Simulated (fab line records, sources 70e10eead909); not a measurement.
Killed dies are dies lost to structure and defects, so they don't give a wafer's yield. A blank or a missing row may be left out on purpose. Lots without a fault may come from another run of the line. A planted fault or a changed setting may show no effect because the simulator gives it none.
Chamber matching | flow nand_harc | NHARC_A_STAIRCASE_DESCUM_186 on rie_diel-08: 4 sister chambers
The step chemistry O2, time 3 s. 16 wafers are shown with their chamber, then 8 later ones without.

WAFERS WITH THEIR CHAMBER
wafer  | chamber | drypump_motor_current_A (A) | showerhead_plenum_p_Torr (Torr) | oes_product_au (a.u.)
L075.2 | 2       | 5.4                         | 1.86                            | 1.023
L075.3 | 3       | 6.2                         | 1.79                            | 1.015
L075.4 | 0       | 4.9                         | 1.77                            | 0.991
L079.3 | 1       | 6.2                         | 1.92                            | 1.008
L079.5 | 0       | 4.9                         | 1.77                            | 0.999
L079.6 | 1       | 6.2                         | 1.92                            | 1.023
L081.2 | 0       | 4.9                         | 1.77                            | 0.989
L081.3 | 1       | 6.2                         | 1.92                            | 1.004
L081.6 | 0       | 4.9                         | 1.77                            | 0.991
L084.1 | 0       | 4.9                         | 1.76                            | 1.004
L084.3 | 2       | 5.5                         | 1.85                            | 1.025
L084.5 | 3       | 6.2                         | 1.78                            | 0.996
L090.1 | 0       | 4.9                         | 1.76                            | 1.009
L090.2 | 1       | 6.2                         | 1.91                            | 1.015
L090.4 | 3       | 6.2                         | 1.78                            | 0.998
L092.4 | 0       | 4.9                         | 1.76                            | 1.002

SIGNATURES (means of the wafers above)
reading                  | chamber 0 | chamber 1 | chamber 2 | chamber 3 | scatter within a chamber
drypump_motor_current_A  | 4.900     | 6.200     | 5.450     | 6.200     | 0.0204
showerhead_plenum_p_Torr | 1.7657    | 1.9175    | 1.8550    | 1.7833    | 0.0055
oes_product_au           | 0.99786   | 1.01250   | 1.02400   | 1.00300   | 0.00807
Rule: a wafer's distance from a chamber is the root of the sum, over the readings, of the square of ((its reading less the chamber's mean) divided by the reading's scatter). The wafer belongs to the nearest chamber; if the next one is less than 2 further off, it can't be placed. The scatter: the root of (the sum of the squares of (reading less its chamber's mean) over the shown wafers, divided by (wafers less chambers)).

WAFERS WITHOUT THEIR CHAMBER
wafer  | drypump_motor_current_A (A) | showerhead_plenum_p_Torr (Torr) | oes_product_au (a.u.)
L092.5 | 5.4                         | 1.84                            | 1.016
L092.6 | 6.2                         | 1.91                            | 0.994
L096.1 | 6.2                         | 1.91                            | 0.999
L096.4 | 6.3                         | 2.08                            | 0.993
L096.6 | 4.9                         | 2.08                            | 0.984
L097.1 | 4.9                         | 2.07                            | 0.986
L097.3 | 5.4                         | 1.84                            | 1.001
L097.4 | 6.2                         | 1.91                            | 0.994

WHICH CHAMBER EACH WENT THROUGH
wafer  | from the rows above | in truth
L092.5 | 2                   | 2
L092.6 | 1                   | 1
L096.1 | 1                   | 1
L096.4 | 1                   | 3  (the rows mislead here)
L096.6 | 2                   | 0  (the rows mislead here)
L097.1 | 2                   | 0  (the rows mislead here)
L097.3 | 2                   | 2
L097.4 | 1                   | 1
Placed correctly: 5 of 8. Can't be placed from these rows: 0. Placed wrongly: 3.
